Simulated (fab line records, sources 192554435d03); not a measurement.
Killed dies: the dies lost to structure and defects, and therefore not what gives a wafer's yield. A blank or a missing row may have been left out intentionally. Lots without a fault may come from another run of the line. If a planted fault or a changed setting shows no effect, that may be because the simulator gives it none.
Split-lot trial ; flow n5_finfet ; 39 wafers read across 7 lots, on a route 1938 steps long

## ABOUT THE SPLIT
At N5_BEOL_M0_SAQP_ETCH_84 (etches SOC in N2/H2, target depth 100 nm, overetch 20 nm, time 150 s), the setting time_s was moved away from the recipe's 150 s on 9 of the 39 wafers read, by -43.8% to +48.8%. The other wafers ran this setting at the recipe's value.

Reading taken at the split's own step.

## THE READING
SiARC_of_BEOL_M0_SAQP_COAT_82.thk_nm (the simulator's own value, which no gauge read), in nm, at N5_BEOL_M0_SAQP_ETCH_84 (etches SOC in N2/H2, target depth 100 nm, overetch 20 nm, time 150 s). There is no usual value for it anywhere in the file. Across the 30 wafers here that went through the recipe, the average is 24.3 nm and the standard deviation 0.24 nm.

wafer;tool, chamber at the split;time_s as run, s;against the recipe;SiARC_of_BEOL_M0_SAQP_COAT_82.thk_nm, nm;against lot-mates on the recipe
L081.1;rie_diel-05, 3,1,3;150;recipe;24;-
L081.2;rie_diel-05, 3,1,3;150;recipe;24;-
L081.5;rie_diel-05, 3,1,3;150;recipe;24;-
L081.3;rie_diel-05, 2;150;recipe;23.8;-
L081.4;rie_diel-05, 0;150;recipe;24.2;-
L081.6;rie_diel-05, 0;150;recipe;24.4;-
L083.1;rie_diel-06, 3;223.2;+48.8%;21.4;-2.9
L083.6;rie_diel-06, 3;223.2;+48.8%;21.4;-2.9
L083.2;rie_diel-06, 1,0;150;recipe;24.4;-
L083.5;rie_diel-06, 1,0;150;recipe;24.4;-
L083.3;rie_diel-06, 0;223.2;+48.8%;21.8;-2.5
L083.4;rie_diel-06, 2;150;recipe;24;-
L084.1;rie_diel-01, 2;150;recipe;24;-
L084.2;rie_diel-01, 0;150;recipe;24.4;-
L084.6;rie_diel-01, 0;150;recipe;24.4;-
L084.3;rie_diel-01, 3;150;recipe;24.2;-
L084.4;rie_diel-01, 1;150;recipe;24.6;-
L084.5;rie_diel-01, 1;150;recipe;24.6;-
L086.1;rie_diel-05, 3,2,1;150;recipe;24.2;-
L086.2;rie_diel-05, 3,2,1;150;recipe;24.2;-
L086.3;rie_diel-05, 3,2,1;150;recipe;24.2;-
L087.1;rie_diel-06, 2;84.32;-43.8%;26.8;+2.3
L087.2;rie_diel-06, 1,0;84.32;-43.8%;27;+2.5
L087.5;rie_diel-06, 1,0;84.32;-43.8%;27;+2.5
L087.3;rie_diel-06, 3,0;150;recipe;24.6;-
L087.4;rie_diel-06, 3,0;150;recipe;24.6;-
L087.6;rie_diel-06, 1;150;recipe;24.4;-
L091.1;rie_diel-01, 1;150;recipe;24.6;-
L091.2;rie_diel-01, 0;150;recipe;24.4;-
L091.3;rie_diel-01, 3;150;recipe;24.2;-
L091.6;rie_diel-01, 3;150;recipe;24.2;-
L091.4;rie_diel-01, 2;150;recipe;24;-
L091.5;rie_diel-01, 2;150;recipe;24;-
L096.1;rie_diel-06, 1,0,1;173.1;+15.4%;23.6;-0.8
L096.4;rie_diel-06, 1,0,1;173.1;+15.4%;23.6;-0.8
L096.6;rie_diel-06, 1,0,1;173.1;+15.4%;23.6;-0.8
L096.2;rie_diel-06, 3,0;150;recipe;24.6;-
L096.5;rie_diel-06, 3,0;150;recipe;24.6;-
L096.3;rie_diel-06, 2;150;recipe;24;-
Where a row lists several chambers, the file gives one row for several wafers and doesn't say which wafer went through which chamber.

FIT RESULTS
A straight line over all 39 wafers: SiARC_of_BEOL_M0_SAQP_COAT_82.thk_nm changes by -0.0576 nm for each +1% of time_s; r = -0.98; the points scatter about the line by 0.23 nm.
The same after taking each lot's own level away (the mean of its wafers on the recipe; 39 wafers): -0.0553 nm for each +1%; r = -0.98; scatter 0.19 nm.
The reading moves by 2.7 nm for the largest change in time_s, on that fit.
Across the lots, their own levels run from 24.07 to 24.53 nm, a range of 1.9 times the standard deviation given above.
Hence the lot-to-lot level has little effect on the slope; both slopes agree.
Check: with one of the wafers moved furthest among these (+48.8%) left out of the fit, the line predicts -2.66 nm for it against its lot-mates. Against them it came out at -2.87 nm.

## THE OTHER SPLITS THESE WAFERS WENT THROUGH
These wafers also went through other splits before the reading. Each is held against what the fit with the lots' levels taken away leaves over:
other split on the same wafers;wafers away from the commonest value;r with SiARC_of_BEOL_M0_SAQP_COAT_82.thk_nm (lot level and that fit taken away)
N5_SD_EPI_N_ETCH_16 target_depth_a;12;-0.10
N5_GATE_CUT_DESCUM_18 time_s;9;+0.07

## THE WHOLE CHAIN: every reading that the file lists as answering this split, in the file's order
step;what it does;reading;change (the file's fit);r (the file's)
N5_BEOL_M0_SAQP_ETCH_84;etches SOC in N2/H2, target depth 100 nm, overetch 20 nm, time 150 s;SiARC_of_BEOL_M0_SAQP_COAT_82.thk_nm (the simulator's own value, which no gauge read);-0.0553 nm for each +1% of the setting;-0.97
N5_BEOL_M0_SAQP_MANDREL_ETCH_20;etches a-Si in HBr/Cl2, stops on SiNx, target depth 60 nm, bt time 10 s, time 30 s;oes_product_au;not straight: 0.327 at the lowest setting, 0.774 at the recipe, 0.770 at the highest;not given

## THE FILE'S OWN FIT
SiARC_of_BEOL_M0_SAQP_COAT_82.thk_nm changes by -0.0553 nm for each +1% of time_s, r = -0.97.
